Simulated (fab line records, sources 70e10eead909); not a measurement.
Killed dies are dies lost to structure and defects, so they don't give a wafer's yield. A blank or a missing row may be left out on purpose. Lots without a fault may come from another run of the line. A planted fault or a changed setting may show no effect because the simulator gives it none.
Which tool did it? | flow nand_harc | 6 lots, 18 wafers sampled, at 2 steps of a route of 1302

WHAT THE GAUGES READ, wafer by wafer
NHARC_P_M2_INSPECT_11.
lot  | measured     | on                | raw_defect_count
L581 | day 5 18:57  | defect_inspect-01 | 4 7 5
L584 | day 7 02:19  | defect_inspect-02 | 2 5 5
L586 | day 8 01:05  | defect_inspect-02 | 2 0 2
L589 | day 9 11:56  | defect_inspect-01 | 6 1 4
L595 | day 11 11:33 | defect_inspect-01 | 4 2 4
L599 | day 13 15:58 | defect_inspect-01 | 4 7 8

WHICH TOOL RAN EACH LOT (tool, then ch and the chambers of the sampled wafers, then the start)
lot  | NHARC_P_M1_DEP_33
L581 | pecvd-03 ch 0,1, day 5 17:37
L584 | pecvd-02 ch 0,1, day 7 00:58
L586 | pecvd-04 ch 0,1, day 7 23:45
L589 | pecvd-04 ch 0,1,2, day 9 10:43
L595 | pecvd-02 ch 0,1, day 11 10:13
L599 | pecvd-03 ch 0,1, day 13 14:37
- NHARC_P_M1_DEP_33: deposits SiCN, target thk 30 nm.

THE ANSWER, worked out from the rows above alone
Rule: what is usual is taken from the lots themselves. Put in order of their means at a reading, lots are off if they are a third of the lots or fewer, leave a main group of 4 or more, and stand apart from it by a gap of 3 or more times the standard deviation of the main group's means; of several such gaps the widest counts. A main group whose means are all the same, to the digits that the tables above print for the reading, isn't used. A lot without any number at a reading at which 4 lots or more have one is off too. The other lots that the step has rows for count as sound.
No lot is off at any reading shown: from this, nothing can be told.

WHAT THE SIMULATOR HAD PUT IN
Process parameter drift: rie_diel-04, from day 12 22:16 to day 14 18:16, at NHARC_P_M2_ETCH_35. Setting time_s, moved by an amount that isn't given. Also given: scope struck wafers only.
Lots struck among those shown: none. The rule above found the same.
